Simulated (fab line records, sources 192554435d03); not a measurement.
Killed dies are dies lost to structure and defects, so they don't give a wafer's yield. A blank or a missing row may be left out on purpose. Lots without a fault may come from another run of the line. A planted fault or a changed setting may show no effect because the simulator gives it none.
Chamber matching | flow n5_finfet | N5_SD_EPI_P_ETCH_37 on rie_diel-06: 4 sister chambers
The step etches SOC in N2/H2, overetch 108 nm, time 486 s. 20 wafers are shown with their chamber, then 10 later ones without.

WAFERS WITH THEIR CHAMBER
wafer  | chamber | showerhead_plenum_p_Torr (Torr) | drypump_motor_current_A (A) | throttle_valve_pct (%)
L075.1 | 0       | 2.60                            | 5.5                         | 23.34
L075.4 | 2       | 2.69                            | 5.9                         | 23.87
L075.5 | 2       | 2.69                            | 6.0                         | 23.87
L076.1 | 0       | 2.59                            | 5.5                         | 23.37
L076.5 | 1       | 2.60                            | 5.9                         | 23.99
L076.6 | 2       | 2.69                            | 5.9                         | 23.88
L080.1 | 2       | 2.69                            | 6.0                         | 23.89
L080.2 | 0       | 2.59                            | 5.5                         | 23.38
L080.6 | 2       | 2.69                            | 6.0                         | 23.90
L081.1 | 0       | 2.59                            | 5.5                         | 23.37
L081.3 | 3       | 2.42                            | 5.1                         | 23.95
L081.6 | 3       | 2.42                            | 5.1                         | 23.94
L083.1 | 3       | 2.42                            | 5.1                         | 23.95
L083.3 | 1       | 2.60                            | 6.0                         | 23.72
L083.5 | 2       | 2.68                            | 6.0                         | 23.89
L085.1 | 0       | 2.58                            | 5.5                         | 23.37
L085.2 | 2       | 2.68                            | 6.0                         | 23.91
L085.6 | 2       | 2.68                            | 6.0                         | 23.91
L087.1 | 2       | 2.68                            | 6.0                         | 23.90
L087.5 | 1       | 2.59                            | 6.0                         | 23.74

SIGNATURES (means of the wafers above)
reading                  | chamber 0 | chamber 1 | chamber 2 | chamber 3 | scatter within a chamber
showerhead_plenum_p_Torr | 2.5900    | 2.5967    | 2.6856    | 2.4200    | 0.00553
drypump_motor_current_A  | 5.500     | 5.967     | 5.978     | 5.100     | 0.0373
throttle_valve_pct       | 23.3660   | 23.8167   | 23.8911   | 23.9467   | 0.0549
Rule: a wafer's distance from a chamber is the root of the sum, over the readings, of the square of ((its reading less the chamber's mean) divided by the reading's scatter). The wafer belongs to the nearest chamber; if the next one is less than 2 further off, it can't be placed. The scatter: the root of (the sum of the squares of (reading less its chamber's mean) over the shown wafers, divided by (wafers less chambers)).

WAFERS WITHOUT THEIR CHAMBER
wafer  | showerhead_plenum_p_Torr (Torr) | drypump_motor_current_A (A) | throttle_valve_pct (%)
L087.6 | 2.58                            | 5.5                         | 23.41
L091.3 | 2.68                            | 6.0                         | 23.93
L091.4 | 2.41                            | 5.1                         | 23.96
L091.5 | 2.59                            | 6.0                         | 23.75
L096.1 | 2.67                            | 6.0                         | 23.93
L096.2 | 2.58                            | 5.5                         | 23.41
L096.3 | 2.59                            | 6.0                         | 23.75
L097.2 | 2.59                            | 6.0                         | 23.74
L097.4 | 2.58                            | 5.4                         | 23.42
L097.6 | 2.41                            | 5.1                         | 23.98

WHICH CHAMBER EACH WENT THROUGH
wafer  | from the rows above | in truth
L087.6 | 0                   | 0
L091.3 | 2                   | 2
L091.4 | 3                   | 3
L091.5 | 1                   | 1
L096.1 | 2                   | 2
L096.2 | 0                   | 0
L096.3 | 1                   | 1
L097.2 | 1                   | 1
L097.4 | 0                   | 0
L097.6 | 3                   | 3
Placed correctly: 10 of 10. Can't be placed from these rows: 0. Placed wrongly: 0.
